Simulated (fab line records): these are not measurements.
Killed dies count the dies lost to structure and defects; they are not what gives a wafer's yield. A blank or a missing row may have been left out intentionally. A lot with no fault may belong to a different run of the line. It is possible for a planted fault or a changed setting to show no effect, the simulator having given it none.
fab line records	flow n5_finfet
record lots=7	wafers=20	last_day=18
route steps=1938 shown BEOL_M10@1501
lots that met no fault: from a run of the same line without faults
start_h: the number of hours between the record's first day and the start of the first shown wafer of the lot	wait_h: hours from the lot's prior step to this one	" unchanged from the row above	L1.1+2: one row covering several wafers at once	- value missing, or start not given	* or withheld: withheld	< > ~ a bound
route shown NAME@n: a module of which the file shows steps, and the number in the route of the first	usual: the fault-free wafers' mean and standard deviation	same: alike in all rows	chamber/n: place in a boat	sites: per-site readings	_std_site: how widely they spread, as a standard deviation	_edge_site: outer sites' mean less inner sites'	radius_mm: how far each site lies from the wafer's centre	mask NAME#n: copy n	behind: the most recent tool/chamber to have shaped the wafer	hold: cause of the lot's hold/its duration in hours/its outcome	device: which transistor (n, p or np) failed to switch	end of line: tests run on the same wafers once the route is complete	a step with no rows: only its recipe	killed: the dies lost at the first sort to structure and to defects; this is not the yield of the wafer	map: shows each die of a wafer: x if killed, . if not, _ if none is there
set.NAME: setting as actually run; set.NAME@STEP: the setting as run at that earlier step	model.NAME: the simulator's own value behind a step, which no gauge read
lots at selected steps of the route; one table per step, one row per wafer
services: from which hour (start_h, from the record's first day; less than 0 if before it) a tool's chamber was out of use, for how many hours, and why
## steps
# step N5_BEOL_M10_DEVELOP_27
# recipe develop_time_s=30	developer=TMAH	resist=CAR-ArF	rinse_liquid=diw	dry=air_spin	dev_temp_c=23
# step N5_BEOL_M10_CD_MEAS_28
# recipe target_cd_nm=70	landing_energy_ev=500	detector=se_inlens	polarity=opening
# usual cd_nm=70.0/0.95
lot.wafer	tool	chamber	start_h	wait_h	cd_nm
L694.3	cd_sem-02	0	267.67	-	70.6
L694.4	"	0	"	"	71.9
L694.6	"	0	"	"	73.1
L696.1	cd_sem-03	0	285.26	-	69.9
L696.2	"	0	"	"	69.7
L696.3	"	0	"	"	70.7
L699.4	cd_sem-01	0	297.92	-	70.6
L699.5	"	0	"	"	71.1
L699.6	"	0	"	"	70.6
L700.3	cd_sem-02	0	305.31	-	69.0
L700.4	"	0	"	"	69.5
L700.5	"	0	"	"	70.1
L707.2	cd_sem-02	0	342.39	-	70.2
L707.5	"	0	"	"	68.4
L707.6	"	0	"	"	69.5
L709.2	cd_sem-03	0	355.84	-	69.0
L709.6	"	0	"	"	69.1
L710.1	cd_sem-03	0	366.30	-	70.0
L710.5	"	0	"	"	69.2
L710.6	"	0	"	"	70.2
# step N5_BEOL_M10_OVL_MEAS_29
# recipe points_per_wafer=44
# usual V9_OVL=-0.2/0.69
# same points_per_wafer=44
lot.wafer	tool	chamber	start_h	wait_h	V9_OVL[nm]
L694.3	overlay-01	0	267.70	0.0	1.2
L694.4	"	0	"	"	0.4
L694.6	"	0	"	"	-0.3
L696.1	overlay-02	0	285.29	0.0	-0.1
L696.2	"	0	"	"	-0.7
L696.3	"	0	"	"	0.4
L699.4	overlay-01	0	297.95	0.0	-0.1
L699.5	"	0	"	"	-1.4
L699.6	"	0	"	"	0.8
L700.3	overlay-01	0	305.34	0.0	-1.1
L700.4	"	0	"	"	-0.2
L700.5	"	0	"	"	-1.1
L707.2	overlay-01	0	342.42	0.0	-0.7
L707.5	"	0	"	"	0.1
L707.6	"	0	"	"	0.5
L709.2	overlay-01	0	355.87	0.0	0.7
L709.6	"	0	"	"	-0.2
L710.1	overlay-02	0	366.33	0.0	0.4
L710.5	"	0	"	"	0.2
L710.6	"	0	"	"	-0.8
# step N5_BEOL_M10_INSPECT_30
# recipe mode=adi	inspect_instrument=brightfield
# usual raw_defect_count=392/85
lot.wafer	tool	chamber	start_h	wait_h	raw_defect_count
L694.3	defect_inspect-02	-	267.72	0.0	293
L694.4	"	-	"	"	274
L694.6	"	-	"	"	386
L696.1	defect_inspect-01	-	285.32	0.0	654
L696.2	"	-	"	"	520
L696.3	"	-	"	"	423
L699.4	defect_inspect-01	-	297.98	0.0	492
L699.5	"	-	"	"	451
L699.6	"	-	"	"	512
L700.3	defect_inspect-01	-	305.37	0.0	466
L700.4	"	-	"	"	531
L700.5	"	-	"	"	515
L707.2	defect_inspect-02	-	342.45	0.0	415
L707.5	"	-	"	"	450
L707.6	"	-	"	"	252
L709.2	defect_inspect-02	-	355.90	0.0	375
L709.6	"	-	"	"	306
L710.1	defect_inspect-02	-	366.35	0.0	485
L710.5	"	-	"	"	386
L710.6	"	-	"	"	440
# step N5_BEOL_M10_DESCUM_33
# recipe chemistry=O2	time_s=7.9	source_power_w=50	bias_power_w=20	pressure_mtorr=20	rf_frequency_hz=2.712e+07	temp_c=40	resist=CAR-ArF	o2_flow_sccm=225
# step N5_BEOL_M10_ETCH_65
# recipe chemistry=CF4	target=SiARC	target_depth_a=390	mask_material=CAR-ArF	time_s=65	ion_energy_ev=80	pressure_mtorr=40	source_w=545	bias_w=36	Ar_flow_sccm=100	cf4_flow_sccm=100	ends=cleared
# usual drypump_motor_current_A=5.7/0.47	etch_rf_on_time_s=64.9/1.1	oes_product_au=0.68/0.069	rf_vpp_V=184.4/1.2	showerhead_plenum_p_Torr=2.16/0.077	throttle_valve_pct=15.60/0.24
lot.wafer	tool	chamber	start_h	wait_h	drypump_motor_current_A	etch_rf_on_time_s	oes_product_au	rf_hours_counter_h	rf_vpp_V	showerhead_plenum_p_Torr	throttle_valve_pct
L694.3	rie_diel-05	1	267.79	0.0	5.2	65.7	0.67	109	183.6	2.16	15.91
L694.4	"	2	"	"	5.6	66.5	0.71	41	186.3	2.27	15.47
L694.6	"	2	"	"	5.6	65.7	0.72	-	186.6	2.27	15.47
L696.1	rie_diel-06	3	285.39	0.0	5.7	63.4	0.71	80	186.2	2.25	15.48
L696.2	"	1	"	"	5.9	63.7	0.76	42	186.4	2.27	15.76
L696.3	"	2	"	"	5.1	65.6	0.59	228	181.2	2.03	16.02
L699.4	rie_diel-02	2	298.04	0.0	5.9	65.4	0.60	235	184.8	2.19	15.64
L699.5	"	3	"	"	5.7	65.6	0.77	-	182.7	2.10	15.29
L699.6	"	0	"	"	6.4	63.8	0.62	-	184.5	2.12	15.50
L700.3	rie_diel-02	3	305.64	0.0	5.8	66.4	0.76	24	183.6	2.09	15.27
L700.4	"	1	"	"	6.5	65.8	0.66	123	186.0	2.24	15.43
L700.5	"	3	"	"	5.7	65.8	0.77	-	183.5	2.09	15.28
L707.2	rie_diel-05	2	342.52	0.0	5.5	65.6	0.69	72	185.9	2.26	15.53
L707.5	"	2	"	"	5.5	66.2	0.69	-	186.0	2.26	15.52
L707.6	"	1	"	"	5.2	65.5	0.65	-	184.6	2.15	15.94
L709.2	rie_diel-05	2	355.96	0.0	5.6	66.4	0.68	78	186.1	2.25	15.53
L709.6	"	2	"	"	5.6	66.2	0.68	-	185.1	2.25	15.54
L710.1	rie_diel-05	1	366.48	0.0	5.2	65.9	0.64	144	184.8	2.15	15.96
L710.5	"	0	"	"	5.9	64.1	0.70	-	183.0	2.07	15.32
L710.6	"	1	"	"	5.2	65.8	0.64	-	182.8	2.15	15.96
# step N5_BEOL_M10_ETCH_66
# recipe chemistry=N2/H2	target=SOC	target_depth_a=1200	overetch_a=240	mask_material=SiARC	temp_c=40	time_s=180	ion_energy_ev=200	pressure_mtorr=30	source_w=840	bias_w=150	n2_flow_sccm=200	h2_flow_sccm=200
# usual drypump_motor_current_A=5.7/0.47	oes_product_au=0.64/0.063	rf_vpp_V=524.7/2.6	showerhead_plenum_p_Torr=2.58/0.096	throttle_valve_pct=17.84/0.26
lot.wafer	tool	chamber	start_h	wait_h	drypump_motor_current_A	oes_product_au	rf_hours_counter_h	rf_vpp_V	showerhead_plenum_p_Torr	throttle_valve_pct
L694.3	rie_diel-05	3	267.84	0.0	4.8	0.56	227	524.5	2.63	17.99
L694.4	"	0	"	"	5.9	0.70	56	522.6	2.47	17.51
L694.6	"	2	"	"	5.5	0.69	-	526.8	2.70	17.64
L696.1	rie_diel-06	3	285.44	0.0	5.8	0.66	80	528.6	2.68	17.74
L696.2	"	1	"	"	5.9	0.71	42	528.9	2.70	18.16
L696.3	"	2	"	"	5.1	0.56	228	519.4	2.41	18.26
L699.4	rie_diel-02	2	298.09	0.0	5.9	0.57	235	526.9	2.61	17.88
L699.5	"	3	"	"	5.7	0.74	-	524.1	2.49	17.54
L699.6	"	0	"	"	6.4	0.58	-	523.4	2.51	17.65
L700.3	rie_diel-02	3	305.69	0.0	5.8	0.73	24	522.7	2.49	17.55
L700.4	"	1	"	"	6.6	0.63	124	526.3	2.67	17.65
L700.5	"	3	"	"	5.8	0.74	-	522.7	2.49	17.55
L707.2	rie_diel-05	2	342.57	0.0	5.6	0.65	72	527.5	2.69	17.69
L707.5	"	2	"	"	5.5	0.66	-	527.6	2.69	17.68
L707.6	"	1	"	"	5.2	0.62	-	525.1	2.56	18.20
L709.2	rie_diel-05	2	356.01	0.0	5.5	0.65	78	527.4	2.69	17.70
L709.6	"	2	"	"	5.5	0.65	-	527.5	2.69	17.71
L710.1	rie_diel-05	1	366.53	0.0	5.2	0.61	144	524.3	2.55	18.20
L710.5	"	0	"	"	5.9	0.66	-	521.9	2.45	17.58
L710.6	"	1	"	"	5.2	0.62	-	524.7	2.55	18.23
# step N5_BEOL_M10_STRIP_69
# recipe chemistry=N2/H2	temp_c=40	n2_flow_sccm=200	h2_flow_sccm=200	rf_frequency_hz=6e+07
# step N5_BEOL_M10_VIA_ETCH_34
# recipe chemistry=C4F6/O2	target=SiCOH_lowk	target_depth_a=1845	mask_material=SOC	taper_deg=4	time_s=69.2	ion_energy_ev=250	pressure_mtorr=30	source_w=345	bias_w=185	Ar_flow_sccm=300	C4F6_flow_sccm=10	O2_flow_sccm=10
# step N5_BEOL_M10_STRIP_73
# recipe chemistry=C4F6/O2	resist=SiARC	rf_frequency_hz=6e+07
# step N5_BEOL_M10_STRIP_36
# recipe chemistry=N2/H2	power_w=450	temp_c=40	pressure_mtorr=20	rf_frequency_hz=6e+07	overash_fraction=0.3	bias_power_w=7	h2_frac=0.5	n2_flow_sccm=200	h2_flow_sccm=200
# usual drypump_motor_current_A=5.7/0.47	oes_product_au=0.80/0.084	rf_vpp_V=59.1/1.7	showerhead_plenum_p_Torr=2.57/0.097	throttle_valve_pct=23.7/0.31
lot.wafer	tool	chamber	start_h	wait_h	drypump_motor_current_A	oes_product_au	rf_hours_counter_h	rf_vpp_V	showerhead_plenum_p_Torr	throttle_valve_pct
L694.3	rie_diel-05	0	268.03	0.0	5.9	0.85	56	61.1	2.46	23.4
L694.4	"	3	"	"	4.8	0.67	-	61.9	2.62	23.8
L694.6	"	0	"	"	5.9	0.85	-	58.6	2.46	23.4
L696.1	rie_diel-06	3	285.62	0.0	5.7	0.84	80	59.3	2.68	23.6
L696.2	"	1	"	"	5.9	0.89	42	58.2	2.70	24.3
L696.3	"	2	"	"	5.1	0.68	228	62.0	2.40	24.1
L699.4	rie_diel-02	2	298.28	0.0	5.9	0.70	235	59.0	2.61	23.7
L699.5	"	3	"	"	5.7	0.92	-	61.0	2.49	23.4
L699.6	"	0	"	"	6.4	0.71	-	60.3	2.51	23.4
L700.3	rie_diel-02	3	305.87	0.0	5.8	0.92	24	61.9	2.49	23.4
L700.4	"	1	"	"	6.6	0.76	124	62.4	2.66	23.4
L700.5	"	3	"	"	5.7	0.90	-	55.7	2.49	23.4
L707.2	rie_diel-05	2	342.75	0.0	5.5	0.80	72	59.2	2.68	23.4
L707.5	"	2	"	"	5.5	0.81	-	61.8	2.68	23.4
L707.6	"	1	"	"	5.2	0.76	-	57.7	2.55	24.1
L709.2	rie_diel-05	2	356.20	0.0	5.6	0.82	78	61.8	2.68	23.4
L709.6	"	2	"	"	5.5	0.78	-	59.6	2.68	23.4
L710.1	rie_diel-05	1	366.71	0.0	5.2	0.77	144	60.9	2.55	24.1
L710.5	"	0	"	"	5.9	0.83	-	58.2	2.45	23.5
L710.6	"	1	"	"	5.2	0.75	-	56.1	2.55	24.1
# step N5_BEOL_M10_TRENCH_ETCH_37
# recipe chemistry=C4F6/O2	target_depth_a=1488.3	target=SiCOH_lowk	time_s=48	ion_energy_ev=250	pressure_mtorr=30	source_w=345	bias_w=185	Ar_flow_sccm=300	C4F6_flow_sccm=10	O2_flow_sccm=10
# usual drypump_motor_current_A=5.7/0.46	oes_product_au=0.80/0.082	rf_vpp_V=670/6.9	showerhead_plenum_p_Torr=2.87/0.1	throttle_valve_pct=20.90/0.24
lot.wafer	tool	chamber	start_h	wait_h	drypump_motor_current_A	oes_product_au	rf_hours_counter_h	rf_vpp_V	showerhead_plenum_p_Torr	throttle_valve_pct
L694.3	rie_diel-05	0	-	-	5.9	0.87	56	662	2.77	20.58
L694.4	"	3	"	"	4.9	0.68	-	670	2.92	21.00
L694.6	"	0	"	"	5.9	0.87	-	663	2.77	20.56
L696.1	rie_diel-06	3	-	-	5.8	0.82	80	676	2.99	20.85
L696.2	"	1	"	"	5.9	0.90	42	675	3.01	21.18
L696.3	"	2	"	"	5.1	0.69	228	665	2.70	21.31
L699.4	rie_diel-02	2	-	-	5.9	0.70	235	679	2.91	20.88
L699.5	"	3	"	"	5.8	0.91	-	670	2.79	20.62
L699.6	"	0	"	"	6.3	0.71	-	671	2.82	20.75
L700.3	rie_diel-02	3	-	-	5.8	0.91	24	671	2.78	20.62
L700.4	"	1	"	"	6.6	0.78	124	669	2.96	20.64
L700.5	"	3	"	"	5.8	0.91	-	670	2.78	20.63
L707.2	rie_diel-05	2	-	-	5.6	0.82	72	671	3.00	20.83
L707.5	"	2	"	"	5.6	0.81	-	669	3.00	20.85
L707.6	"	1	"	"	5.2	0.76	-	681	2.85	21.26
L709.2	rie_diel-05	2	-	-	5.5	0.80	78	671	2.99	20.83
L709.6	"	2	"	"	5.6	0.79	-	670	2.99	20.83
L710.1	rie_diel-05	1	-	-	5.2	0.76	144	681	2.84	21.28
L710.5	"	0	"	"	5.9	0.83	-	662	2.75	20.61
L710.6	"	1	"	"	5.2	0.76	-	683	2.84	21.26
# step N5_BEOL_M10_ETCH_41
# recipe chemistry=CH3F/O2	target=SiCN	target_depth_a=426	taper_deg=2	time_s=86	ion_energy_ev=120	mask_material=TiN	pressure_mtorr=30	source_w=395	bias_w=75	Ar_flow_sccm=150	CH3F_flow_sccm=30	O2_flow_sccm=20
# usual drypump_motor_current_A=5.7/0.46	oes_product_au=0.80/0.082	rf_vpp_V=297.7/1.6	showerhead_plenum_p_Torr=2.02/0.074	throttle_valve_pct=16.29/0.23
lot.wafer	tool	chamber	start_h	wait_h	drypump_motor_current_A	oes_product_au	rf_hours_counter_h	rf_vpp_V	showerhead_plenum_p_Torr	throttle_valve_pct	model.etch.depth_nm
L694.3	rie_diel-05	0	268.11	-	5.9	0.86	57	296.4	1.94	15.95	33.02
L694.4	"	3	"	"	4.9	0.67	-	298.1	2.06	16.45	31.58
L694.6	"	0	"	"	5.9	0.87	-	297.3	1.94	15.94	33.19
L696.1	rie_diel-06	3	285.70	-	5.7	0.82	80	299.6	2.11	16.18	32.84
L696.2	"	1	"	"	5.9	0.89	42	299.2	2.12	16.48	32.83
L696.3	"	2	"	"	5.1	0.69	228	294.0	1.89	16.71	31.91
L699.4	rie_diel-02	2	298.36	-	5.9	0.69	235	297.1	2.05	16.34	31.64
L699.5	"	3	"	"	5.8	0.91	-	296.3	1.96	16.01	32.08
L699.6	"	0	"	"	6.3	0.71	-	295.8	1.98	16.21	32.32
L700.3	rie_diel-02	3	305.95	-	5.7	0.91	24	295.6	1.96	16.01	32.52
L700.4	"	1	"	"	6.5	0.77	124	298.8	2.09	16.07	32.75
L700.5	"	3	"	"	5.8	0.91	-	296.5	1.96	16.01	32.75
L707.2	rie_diel-05	2	342.83	-	5.5	1.03	72	298.4	2.11	16.22	46.51
L707.5	"	2	"	"	5.5	1.01	-	301.0	2.11	16.21	46.18
L707.6	"	1	"	"	5.2	0.76	-	297.7	2.00	16.61	32.46
L709.2	rie_diel-05	2	356.28	-	5.5	1.01	78	299.0	2.11	16.25	46.15
L709.6	"	2	"	"	5.5	0.80	-	299.7	2.11	16.24	32.46
L710.1	rie_diel-05	1	366.79	-	5.2	0.76	144	296.1	2.00	16.64	32.04
L710.5	"	0	"	"	5.9	1.02	-	296.3	1.93	16.02	46.07
L710.6	"	1	"	"	5.2	0.76	-	297.0	2.00	16.64	32.2
# step N5_BEOL_M10_STRIP_77
# recipe chemistry=N2/H2	time_s=10	power_w=450	temp_c=40	pressure_mtorr=20	rf_frequency_hz=6e+07	bias_power_w=7	n2_flow_sccm=200	h2_flow_sccm=200
# usual drypump_motor_current_A=5.7/0.47	oes_product_au=0.80/0.084	rf_vpp_V=59.2/0.88	showerhead_plenum_p_Torr=2.57/0.097	throttle_valve_pct=23.7/0.31
lot.wafer	tool	chamber	start_h	wait_h	drypump_motor_current_A	oes_product_au	rf_hours_counter_h	rf_vpp_V	showerhead_plenum_p_Torr	throttle_valve_pct
L694.3	rie_diel-05	0	-	-	5.9	0.86	57	59.4	2.46	23.4
L694.4	"	3	"	"	4.9	0.68	-	59.3	2.62	23.7
L694.6	"	0	"	"	5.9	0.86	-	56.7	2.46	23.4
L696.1	rie_diel-06	3	-	-	5.7	0.83	80	58.7	2.68	23.6
L696.2	"	1	"	"	5.9	0.88	42	58.8	2.70	24.2
L696.3	"	2	"	"	5.1	0.69	228	59.1	2.40	24.1
L699.4	rie_diel-02	2	-	-	5.9	0.69	235	58.6	2.61	23.7
L699.5	"	3	"	"	5.8	0.92	-	57.3	2.49	23.4
L699.6	"	0	"	"	6.3	0.70	-	60.6	2.51	23.3
L700.3	rie_diel-02	3	-	-	5.7	0.92	24	58.6	2.49	23.4
L700.4	"	1	"	"	6.6	0.77	124	59.4	2.66	23.4
L700.5	"	3	"	"	5.8	0.91	-	58.8	2.49	23.4
L707.2	rie_diel-05	2	-	-	5.6	0.81	72	59.8	2.68	23.4
L707.5	"	2	"	"	5.6	0.83	-	59.3	2.68	23.4
L707.6	"	1	"	"	5.2	0.76	-	58.1	2.55	24.1
L709.2	rie_diel-05	2	-	-	5.6	0.81	78	59.0	2.68	23.4
L709.6	"	2	"	"	5.6	0.80	-	58.3	2.68	23.4
L710.1	rie_diel-05	1	-	-	5.2	0.75	144	59.5	2.55	24.1
L710.5	"	0	"	"	5.9	0.82	-	59.7	2.45	23.5
L710.6	"	1	"	"	5.2	0.76	-	60.0	2.55	24.1
## services
tool	chamber	start_h	hours	kind
rie_diel-06	0	247.37	-	clean
rie_diel-06	0	247.37	-	consumable_replace:focus_ring
rie_diel-06	0	247.37	23.0	scheduled_down
rie_diel-06	0	247.37	23.0	vent_cycle
rie_diel-05	0	304.59	5.7	repair
rie_diel-06	3	310.47	18.0	repair
rie_diel-05	3	328.62	-	clean
rie_diel-05	3	328.62	-	consumable_replace:focus_ring
rie_diel-05	3	328.62	14.2	scheduled_down
rie_diel-05	3	328.62	14.2	vent_cycle
rie_diel-02	2	339.53	-	clean
rie_diel-02	2	339.53	-	consumable_replace:focus_ring
rie_diel-02	2	339.53	21.4	scheduled_down
rie_diel-02	2	339.53	21.4	vent_cycle
rie_diel-06	2	342.28	-	clean
rie_diel-06	2	342.28	-	consumable_replace:focus_ring
rie_diel-06	2	342.28	-	consumable_replace:showerhead
rie_diel-06	2	342.28	28.4	scheduled_down
rie_diel-06	2	342.28	28.4	vent_cycle
## key
first_sign step=N5_BEOL_M10_ETCH_41	reading=oes_product_au	direction=up	sigmas=2.7	usual=0.80	struck=1.02
effect none on later readings
model_effect step=N5_BEOL_M10_ETCH_41	value=etch.depth_nm	without=32.49	struck=46.23
met_at N5_BEOL_M10_ETCH_41
struck_wafers L707.2,L707.5,L709.2,L710.5
onset_between 268.11 342.83
fault kind=process_parameter_drift	tool=rie_diel-05	chamber=-	onset_h=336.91	steps=N5_BEOL_M10_ETCH_41	channel=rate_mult	offset=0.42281	shape=step	end_h=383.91	scope=struck_wafers_only
